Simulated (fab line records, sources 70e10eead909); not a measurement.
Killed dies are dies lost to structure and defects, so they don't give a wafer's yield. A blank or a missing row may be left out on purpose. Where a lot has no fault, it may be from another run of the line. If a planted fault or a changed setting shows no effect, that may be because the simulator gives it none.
Which tool is to blame? | flow nand_harc | 24 lots, 72 wafers sampled, at 6 steps of a route of 1159

== WHAT THE GAUGES SHOWED, per wafer ==
The record holds no reading of a measuring or inspecting step that can be judged against a usual standard deviation.

== WHAT TOOL EACH LOT RAN ON (gives the tool, then ch and the chambers of the sampled wafers, and finally the start) ==
lot  | NHARC_A_STAIRCASE_ETCH_192                    | NHARC_A_STAIRCASE_TRIM_196         | NHARC_A_STAIRCASE_STRIP_205          | NHARC_A_STAIRCASE_ETCH_225                    | NHARC_A_STAIRCASE_HM_DEP_456  | NHARC_A_STAIRCASE_ETCH_452
L075 | rie_diel-09 ch 1,2,3, day 10 21:43 or earlier | rie_diel-02 ch 0,1,2, day 10 21:43 | plasma_asher-01 ch 0,1, day 10 22:54 | rie_diel-02 ch 0,2,3, day 11 05:46 or earlier | acl_dep-03 ch 0, day 11 05:46 | rie_diel-02 ch 0,1,2, no start
L074 | rie_diel-03 ch 0,1,3, day 10 22:16 or earlier | rie_diel-03 ch 0,1, day 10 22:16   | plasma_asher-02 ch 0,1, day 10 23:21 | rie_diel-03 ch 1,2, day 11 05:51 or earlier   | acl_dep-02 ch 0, day 11 05:51 | rie_diel-03 ch 2,3, no start
L077 | rie_diel-09 ch 1,2, day 11 14:36 or earlier   | rie_diel-03 ch 0,1,2, day 11 14:36 | plasma_asher-02 ch 0,1, day 11 16:05 | rie_diel-03 ch 0,1,2, day 11 22:58 or earlier | acl_dep-02 ch 0, day 11 22:58 | rie_diel-02 ch 0,2, no start
L076 | rie_diel-02 ch 1,3, day 11 18:34 or earlier   | rie_diel-02 ch 1,3, day 11 18:34   | plasma_asher-02 ch 0,1, day 11 19:56 | rie_diel-03 ch 0,1,2, day 12 03:41 or earlier | acl_dep-03 ch 0, day 12 03:41 | rie_diel-09 ch 1,2, no start
L079 | rie_diel-02 ch 0,3, day 12 02:56 or earlier   | rie_diel-03 ch 0,1,2, day 12 02:56 | plasma_asher-01 ch 0,1, day 12 04:05 | rie_diel-02 ch 1,2, day 12 13:16 or earlier   | acl_dep-02 ch 0, day 12 13:16 | rie_diel-09 ch 1,2, no start
L078 | rie_diel-02 ch 2,3, day 12 03:11 or earlier   | rie_diel-02 ch 1,2, day 12 03:11   | plasma_asher-02 ch 0,1, day 12 04:19 | rie_diel-09 ch 1,2,3, day 12 13:16 or earlier | acl_dep-03 ch 0, day 12 13:16 | rie_diel-02 ch 0,1,3, no start
L081 | rie_diel-03 ch 1,2,3, day 12 08:01 or earlier | rie_diel-02 ch 0,1,3, day 12 08:01 | plasma_asher-01 ch 0,1, day 12 09:05 | rie_diel-03 ch 0,1,3, day 12 17:24 or earlier | acl_dep-02 ch 0, day 12 17:24 | rie_diel-03 ch 0,1,2, no start
L080 | rie_diel-03 ch 0,1,2, day 12 08:41 or earlier | rie_diel-09 ch 2,3, day 12 08:41   | plasma_asher-02 ch 0,1, day 12 09:43 | rie_diel-09 ch 1,2,3, day 12 17:48 or earlier | acl_dep-01 ch 0, day 12 17:48 | rie_diel-02 ch 0,1, no start
L083 | rie_diel-09 ch 1,2, day 13 01:23 or earlier   | rie_diel-09 ch 0,1,3, day 13 01:23 | plasma_asher-01 ch 0, day 13 02:27   | rie_diel-03 ch 0,1, day 13 12:28 or earlier   | acl_dep-03 ch 0, day 13 12:28 | rie_diel-02 ch 1,2, no start
L082 | rie_diel-03 ch 1,2, day 13 01:55 or earlier   | rie_diel-02 ch 0,1,3, day 13 01:55 | plasma_asher-02 ch 0,1, day 13 03:20 | rie_diel-02 ch 1,2,3, day 13 16:51 or earlier | acl_dep-02 ch 0, day 13 16:51 | rie_diel-09 ch 1,2, no start
L084 | rie_diel-03 ch 0,1,3, day 13 19:37 or earlier | rie_diel-02 ch 0,1, day 13 19:37   | plasma_asher-01 ch 0,1, day 13 20:49 | rie_diel-03 ch 0,3, day 14 03:51 or earlier   | acl_dep-02 ch 0, day 14 03:51 | rie_diel-09 ch 2,3, no start
L085 | rie_diel-02 ch 0,2, day 14 05:13 or earlier   | rie_diel-02 ch 0,3, day 14 05:13   | plasma_asher-02 ch 1, day 14 06:35   | rie_diel-09 ch 0,1,2, day 14 13:24 or earlier | acl_dep-02 ch 0, day 14 13:24 | rie_diel-03 ch 0,2, no start
L086 | rie_diel-02 ch 0,1,2, day 14 05:17 or earlier | rie_diel-03 ch 1,2,3, day 14 05:17 | plasma_asher-01 ch 0,1, day 14 06:47 | rie_diel-03 ch 0,1,3, day 14 14:27 or earlier | acl_dep-01 ch 0, day 14 14:27 | rie_diel-03 ch 0,1,2, no start
L088 | rie_diel-09 ch 0,2,3, day 14 11:08 or earlier | rie_diel-02 ch 0,1, day 14 11:08   | plasma_asher-01 ch 0,1, day 14 12:29 | rie_diel-02 ch 0,2,3, day 14 22:20 or earlier | acl_dep-01 ch 0, day 14 22:20 | rie_diel-09 ch 0,1,2, no start
L087 | rie_diel-02 ch 0,2,3, day 14 11:37 or earlier | rie_diel-02 ch 0,1, day 14 11:37   | plasma_asher-02 ch 0,1, day 14 12:47 | rie_diel-09 ch 0,1,3, day 14 23:23 or earlier | acl_dep-03 ch 0, day 14 23:23 | rie_diel-02 ch 0,1, no start
L090 | rie_diel-03 ch 0,1,3, day 15 01:30 or earlier | rie_diel-03 ch 1,2,3, day 15 01:30 | plasma_asher-02 ch 0,1, day 15 02:36 | rie_diel-02 ch 2,3, day 15 11:36 or earlier   | acl_dep-02 ch 0, day 15 11:36 | rie_diel-09 ch 1,2,3, no start
L089 | rie_diel-09 ch 0,3, day 15 02:27 or earlier   | rie_diel-03 ch 0,2, day 15 02:27   | plasma_asher-02 ch 0,1, day 15 03:31 | rie_diel-09 ch 1,3, day 15 12:35 or earlier   | acl_dep-01 ch 0, day 15 12:35 | rie_diel-02 ch 1,2,3, no start
L091 | rie_diel-09 ch 0,2, day 15 07:55 or earlier   | rie_diel-09 ch 0,2, day 15 07:55   | plasma_asher-01 ch 0,1, day 15 09:29 | rie_diel-03 ch 2,3, day 15 17:08 or earlier   | acl_dep-03 ch 0, day 15 17:08 | rie_diel-03 ch 0,1,3, no start
L092 | rie_diel-03 ch 0,2,3, day 15 08:42 or earlier | rie_diel-03 ch 1,2,3, day 15 08:42 | plasma_asher-02 ch 0,1, day 15 09:47 | rie_diel-09 ch 1,3, day 15 19:16 or earlier   | acl_dep-03 ch 0, day 15 19:16 | rie_diel-03 ch 1,2, no start
L093 | rie_diel-02 ch 0,1,3, day 15 13:34 or earlier | rie_diel-03 ch 1,2, day 15 13:34   | plasma_asher-02 ch 0,1, day 15 14:46 | rie_diel-09 ch 1,2,3, day 15 23:56 or earlier | acl_dep-01 ch 0, day 15 23:56 | rie_diel-09 ch 0,1, no start
L094 | rie_diel-02 ch 1,2,3, day 15 22:36 or earlier | rie_diel-02 ch 0,1,3, day 15 22:36 | plasma_asher-01 ch 0,1, day 16 00:04 | rie_diel-03 ch 1,2,3, day 16 08:43 or earlier | acl_dep-01 ch 0, day 16 08:43 | rie_diel-02 ch 0,1,2, no start
L095 | rie_diel-09 ch 0,1, day 16 11:57 or earlier   | rie_diel-03 ch 1,3, day 16 11:57   | plasma_asher-01 ch 0,1, day 16 13:09 | rie_diel-02 ch 0,1,3, day 16 19:37 or earlier | acl_dep-03 ch 0, day 16 19:37 | rie_diel-02 ch 1,3, no start
L096 | rie_diel-02 ch 0,1,3, day 16 14:26 or earlier | rie_diel-03 ch 1,3, day 16 14:26   | plasma_asher-02 ch 0,1, day 16 15:28 | rie_diel-03 ch 2,3, day 16 21:53 or earlier   | acl_dep-02 ch 0, day 16 21:53 | rie_diel-02 ch 1,2, no start
L097 | rie_diel-03 ch 1,2,3, day 17 02:33 or earlier | rie_diel-03 ch 0,1,3, day 17 02:33 | plasma_asher-01 ch 0,1, day 17 03:40 | rie_diel-09 ch 0,2,3, day 17 12:10 or earlier | acl_dep-03 ch 0, day 17 12:10 | rie_diel-09 ch 1,2,3, no start
- NHARC_A_STAIRCASE_ETCH_192: etches the open film in C4F8/O2, target depth 100 nm, time 40.5 s.
- NHARC_A_STAIRCASE_TRIM_196: chemistry O2, time 211.2 s.
- NHARC_A_STAIRCASE_STRIP_205: strips in O2.
- NHARC_A_STAIRCASE_ETCH_225: etches the open film in C4F8/O2, target depth 100 nm, time 40.5 s.
- NHARC_A_STAIRCASE_HM_DEP_456: deposits aC, target thk 1500 nm.
- NHARC_A_STAIRCASE_ETCH_452: etches the open film in CF4/O2, target depth 30 nm, overetch 3 nm, time 16.5 s.

== WHAT THE TOOLS THEMSELVES READ (means of the sampled wafers that have a number; where no wafer has one, the mark that the record gives instead) ==
NHARC_A_STAIRCASE_ETCH_192. Usual: bias_w 1000 W, standard deviation 3.2; oes_product_au 0.943 a.u., standard deviation 0.013; rf_vpp_V 896 V, standard deviation 6.5.
lot  | tool        | bias_w (W) | oes_product_au (a.u.) | rf_vpp_V (V) | flag
L075 | rie_diel-09 | 999        | 0.952                 | 901          |
L074 | rie_diel-03 | 997        | 0.952                 | 889          |
L077 | rie_diel-09 | 1000       | 0.955                 | 900          |
L076 | rie_diel-02 | 1000       | 0.929                 | 892          |
L079 | rie_diel-02 | 1004       | 0.930                 | 894          |
L078 | rie_diel-02 | 999        | 0.935                 | 894          |
L081 | rie_diel-03 | 1003       | 0.937                 | 894          |
L080 | rie_diel-03 | 998        | 0.957                 | 894          |
L083 | rie_diel-09 | 999        | 0.939                 | 900          |
L082 | rie_diel-03 | 1000       | 0.953                 | 900          |
L084 | rie_diel-03 | 1002       | 0.957                 | 889          |
L085 | rie_diel-02 | 1000       | 0.931                 | 899          |
L086 | rie_diel-02 | 1000       | 0.936                 | 899          |
L088 | rie_diel-09 | 1001       | 0.940                 | 896          |
L087 | rie_diel-02 | 1002       | 0.947                 | 897          |
L090 | rie_diel-03 | 1000       | 0.949                 | 889          |
L089 | rie_diel-09 | 1001       | 0.941                 | 895          |
L091 | rie_diel-09 | 997        | 0.958                 | 891          |
L092 | rie_diel-03 | 1000       | 0.939                 | 895          |
L093 | rie_diel-02 | 1004       | 0.946                 | 894          |
L094 | rie_diel-02 | 998        | 0.934                 | 896          |
L095 | rie_diel-09 | 1003       | 0.938                 | 896          |
L096 | rie_diel-02 | 1002       | 0.943                 | 894          |
L097 | rie_diel-03 | 1003       | 0.950                 | 892          |

NHARC_A_STAIRCASE_TRIM_196. Usual: drypump_motor_current_A 5.7 A, standard deviation 0.31; oes_product_au 1.000 a.u., standard deviation 0.011; rf_vpp_V 57.6 V, standard deviation 0.9; showerhead_plenum_p_Torr 3.50 Torr, standard deviation 0.18; throttle_valve_pct 17.035 %, standard deviation 0.0089.
lot  | tool        | drypump_motor_current_A (A) | oes_product_au (a.u.) | rf_vpp_V (V) | showerhead_plenum_p_Torr (Torr) | throttle_valve_pct (%) | flag
L075 | rie_diel-02 | 5.8                         | 0.992                 | 58.1         | 3.63                            | 17.038                 |
L074 | rie_diel-03 | 5.6                         | 0.998                 | 57.6         | 3.34                            | 17.043                 |
L077 | rie_diel-03 | 5.4                         | 1.001                 | 57.9         | 3.50                            | 17.032                 |
L076 | rie_diel-02 | 5.6                         | 0.984                 | 57.7         | 3.49                            | 17.032                 |
L079 | rie_diel-03 | 5.4                         | 1.003                 | 57.3         | 3.50                            | 17.036                 |
L078 | rie_diel-02 | 5.8                         | 0.977                 | 57.9         | 3.71                            | 17.040                 |
L081 | rie_diel-02 | 5.6                         | 0.993                 | 57.4         | 3.48                            | 17.041                 |
L080 | rie_diel-09 | 6.0                         | 1.003                 | 57.8         | 3.70                            | 17.032                 |
L083 | rie_diel-09 | 5.7                         | 0.992                 | 58.0         | 3.60                            | 17.037                 |
L082 | rie_diel-02 | 5.7                         | 1.000                 | 57.7         | 3.48                            | 17.038                 |
L084 | rie_diel-02 | 5.7                         | 0.992                 | 57.7         | 3.54                            | 17.030                 |
L085 | rie_diel-02 | 5.7                         | 1.008                 | 57.7         | 3.47                            | 17.042                 |
L086 | rie_diel-03 | 5.7                         | 1.006                 | 57.4         | 3.47                            | 17.029                 |
L088 | rie_diel-02 | 5.7                         | 1.002                 | 57.5         | 3.54                            | 17.031                 |
L087 | rie_diel-02 | 5.7                         | 1.001                 | 58.0         | 3.54                            | 17.028                 |
L090 | rie_diel-03 | 5.7                         | 0.998                 | 57.6         | 3.46                            | 17.027                 |
L089 | rie_diel-03 | 5.2                         | 1.005                 | 57.6         | 3.53                            | 17.047                 |
L091 | rie_diel-09 | 5.6                         | 1.012                 | 57.4         | 3.48                            | 17.042                 |
L092 | rie_diel-03 | 5.8                         | 1.001                 | 57.4         | 3.46                            | 17.032                 |
L093 | rie_diel-03 | 5.4                         | 0.999                 | 58.1         | 3.61                            | 17.028                 |
L094 | rie_diel-02 | 5.7                         | 1.008                 | 58.4         | 3.47                            | 17.033                 |
L095 | rie_diel-03 | 5.9                         | 1.000                 | 56.6         | 3.29                            | 17.034                 |
L096 | rie_diel-03 | 5.9                         | 1.000                 | 57.3         | 3.29                            | 17.038                 |
L097 | rie_diel-03 | 5.7                         | 1.009                 | 57.7         | 3.32                            | 17.033                 |

NHARC_A_STAIRCASE_STRIP_205. Usual: drypump_motor_current_A 5.9 A, standard deviation 0.52; heater_power_w 332 W, standard deviation 37.
lot  | tool            | drypump_motor_current_A (A) | heater_power_w (W) | flag
L075 | plasma_asher-01 | 6.4                         | 347                |
L074 | plasma_asher-02 | 5.4                         | 304                |
L077 | plasma_asher-02 | 5.7                         | 329                |
L076 | plasma_asher-02 | 5.7                         | 336                |
L079 | plasma_asher-01 | 6.4                         | 365                |
L078 | plasma_asher-02 | 5.7                         | 332                |
L081 | plasma_asher-01 | 6.4                         | 361                |
L080 | plasma_asher-02 | 5.4                         | 305                |
L083 | plasma_asher-01 | 6.5                         | 366                |
L082 | plasma_asher-02 | 5.7                         | 326                |
L084 | plasma_asher-01 | 6.4                         | 337                |
L085 | plasma_asher-02 | 6.0                         | 355                |
L086 | plasma_asher-01 | 6.4                         | 351                |
L088 | plasma_asher-01 | 6.4                         | 358                |
L087 | plasma_asher-02 | 5.5                         | 304                |
L090 | plasma_asher-02 | 5.6                         | 328                |
L089 | plasma_asher-02 | 5.5                         | 302                |
L091 | plasma_asher-01 | 6.4                         | 331                |
L092 | plasma_asher-02 | 5.4                         | 303                |
L093 | plasma_asher-02 | 5.4                         | 304                |
L094 | plasma_asher-01 | 6.4                         | 353                |
L095 | plasma_asher-01 | 6.4                         | 340                |
L096 | plasma_asher-02 | 5.7                         | 335                |
L097 | plasma_asher-01 | 6.4                         | 341                |

NHARC_A_STAIRCASE_ETCH_225. Usual: bias_w 1000 W, standard deviation 3.1; oes_product_au 0.946 a.u., standard deviation 0.013; rf_vpp_V 896 V, standard deviation 6.8.
lot  | tool        | bias_w (W) | oes_product_au (a.u.) | rf_vpp_V (V) | flag
L075 | rie_diel-02 | 998        | 0.941                 | 897          |
L074 | rie_diel-03 | 1001       | 0.932                 | 899          |
L077 | rie_diel-03 | 1004       | 0.951                 | 895          |
L076 | rie_diel-03 | 1000       | 0.949                 | 896          |
L079 | rie_diel-02 | 999        | 0.922                 | 902          |
L078 | rie_diel-09 | 998        | 0.938                 | 902          |
L081 | rie_diel-03 | 1001       | 0.952                 | 889          |
L080 | rie_diel-09 | 1002       | 0.943                 | 902          |
L083 | rie_diel-03 | 1002       | 0.962                 | 890          |
L082 | rie_diel-02 | 1001       | 0.938                 | 898          |
L084 | rie_diel-03 | 998        | 0.955                 | 891          |
L085 | rie_diel-09 | 1000       | 0.948                 | 896          |
L086 | rie_diel-03 | 998        | 0.947                 | 889          |
L088 | rie_diel-02 | 999        | 0.947                 | 897          |
L087 | rie_diel-09 | 1002       | 0.937                 | 898          |
L090 | rie_diel-02 | 1001       | 0.928                 | 895          |
L089 | rie_diel-09 | 1006       | 0.946                 | 903          |
L091 | rie_diel-03 | 1001       | 0.936                 | 900          |
L092 | rie_diel-09 | 998        | 0.949                 | 903          |
L093 | rie_diel-09 | 998        | 0.949                 | 902          |
L094 | rie_diel-03 | 1000       | 0.950                 | 893          |
L095 | rie_diel-02 | 998        | 0.940                 | 893          |
L096 | rie_diel-03 | 1001       | 0.941                 | 894          |
L097 | rie_diel-09 | 1000       | 0.952                 | 896          |

NHARC_A_STAIRCASE_HM_DEP_456. Usual: 35.000 % for throttle_valve_pct, sd 0.009.
lot  | tool       | throttle_valve_pct (%) | flag
L075 | acl_dep-03 | 35.004                 |
L074 | acl_dep-02 | 35.000                 |
L077 | acl_dep-02 | 35.001                 |
L076 | acl_dep-03 | 34.998                 |
L079 | acl_dep-02 | 35.007                 |
L078 | acl_dep-03 | 34.998                 |
L081 | acl_dep-02 | 35.004                 |
L080 | acl_dep-01 | 34.999                 |
L083 | acl_dep-03 | 34.992                 |
L082 | acl_dep-02 | 35.004                 |
L084 | acl_dep-02 | 34.991                 |
L085 | acl_dep-02 | 35.005                 |
L086 | acl_dep-01 | 34.996                 |
L088 | acl_dep-01 | 35.009                 |
L087 | acl_dep-03 | 35.000                 |
L090 | acl_dep-02 | 35.010                 |
L089 | acl_dep-01 | 35.000                 |
L091 | acl_dep-03 | 34.998                 |
L092 | acl_dep-03 | 34.997                 |
L093 | acl_dep-01 | 35.003                 |
L094 | acl_dep-01 | 35.002                 |
L095 | acl_dep-03 | 34.995                 |
L096 | acl_dep-02 | 34.998                 |
L097 | acl_dep-03 | 34.993                 |

NHARC_A_STAIRCASE_ETCH_452. Usual: bias_w 100.02 W, standard deviation 0.28; drypump_motor_current_A 5.7 A, standard deviation 0.3; oes_product_au 0.999 a.u., standard deviation 0.011; rf_vpp_V 197.9 V, standard deviation 1.6; showerhead_plenum_p_Torr 1.34 Torr, standard deviation 0.068; throttle_valve_pct 13.397 %, standard deviation 0.0088.
lot  | tool        | bias_w (W) | drypump_motor_current_A (A) | oes_product_au (a.u.) | rf_vpp_V (V) | showerhead_plenum_p_Torr (Torr) | throttle_valve_pct (%) | flag
L075 | rie_diel-02 | 100.22     | 5.8                         | 0.997                 | 198.2        | 1.38                            | 13.411                 |
L074 | rie_diel-03 | 99.90      | 5.6                         | 1.012                 | 199.3        | 1.38                            | 13.403                 |
L077 | rie_diel-02 | 100.10     | 5.8                         | 0.996                 | 199.3        | 1.37                            | 13.397                 |
L076 | rie_diel-09 | 99.82      | 5.5                         | 1.000                 | 198.8        | 1.37                            | 13.397                 |
L079 | rie_diel-09 | 99.97      | 5.3                         | 0.999                 | 198.7        | 1.38                            | 13.404                 |
L078 | rie_diel-02 | 100.21     | 5.7                         | 0.994                 | 197.1        | 1.31                            | 13.387                 |
L081 | rie_diel-03 | 100.07     | 5.4                         | 1.004                 | 198.0        | 1.32                            | 13.391                 |
L080 | rie_diel-02 | 100.37     | 5.7                         | 1.005                 | 198.1        | 1.34                            | 13.391                 |
L083 | rie_diel-02 | 99.87      | 5.7                         | 0.982                 | 198.5        | 1.37                            | 13.392                 |
L082 | rie_diel-09 | 100.14     | 5.3                         | 0.998                 | 198.6        | 1.38                            | 13.400                 |
L084 | rie_diel-09 | 100.20     | 5.8                         | 1.010                 | 198.8        | 1.38                            | 13.400                 |
L085 | rie_diel-03 | 100.26     | 5.2                         | 1.015                 | 197.7        | 1.33                            | 13.397                 |
L086 | rie_diel-03 | 99.77      | 5.4                         | 1.005                 | 197.8        | 1.32                            | 13.393                 |
L088 | rie_diel-09 | 99.97      | 5.5                         | 1.002                 | 197.3        | 1.33                            | 13.409                 |
L087 | rie_diel-02 | 100.11     | 5.7                         | 0.989                 | 198.2        | 1.34                            | 13.394                 |
L090 | rie_diel-09 | 100.08     | 5.7                         | 0.997                 | 199.6        | 1.38                            | 13.404                 |
L089 | rie_diel-02 | 100.05     | 5.7                         | 0.995                 | 198.1        | 1.34                            | 13.395                 |
L091 | rie_diel-03 | 100.21     | 5.7                         | 1.006                 | 196.1        | 1.26                            | 13.400                 |
L092 | rie_diel-03 | 99.58      | 5.4                         | 1.004                 | 198.7        | 1.37                            | 13.402                 |
L093 | rie_diel-09 | 100.18     | 5.4                         | 1.006                 | 197.2        | 1.30                            | 13.404                 |
L094 | rie_diel-02 | 99.70      | 5.8                         | 0.989                 | 198.4        | 1.37                            | 13.395                 |
L095 | rie_diel-02 | 100.15     | 5.6                         | 0.992                 | 196.6        | 1.31                            | 13.399                 |
L096 | rie_diel-02 | 99.82      | 5.8                         | 0.989                 | 198.6        | 1.40                            | 13.392                 |
L097 | rie_diel-09 | 100.07     | 5.7                         | 0.995                 | 199.3        | 1.38                            | 13.394                 |

== THE ANSWER, worked out from the rows above alone ==
Rule: a lot is off if the mean of its wafers that have a number lies more than 3 standard deviations from the usual mean. Also off: a lot with no number at a reading for which 4 or more lots have one. Any other lot the step has rows for is counted as sound. Order of review: gauges by route order, followed by the tools' own readings, for which a lot's mean as printed above is used. The first step at which some lot is off is used, and at that step the reading that is off furthest; a lot without a number counts as furthest.
Across all readings shown, no lot is off: no conclusion can be drawn from this.

== WHAT THE SIMULATOR PUT IN ==
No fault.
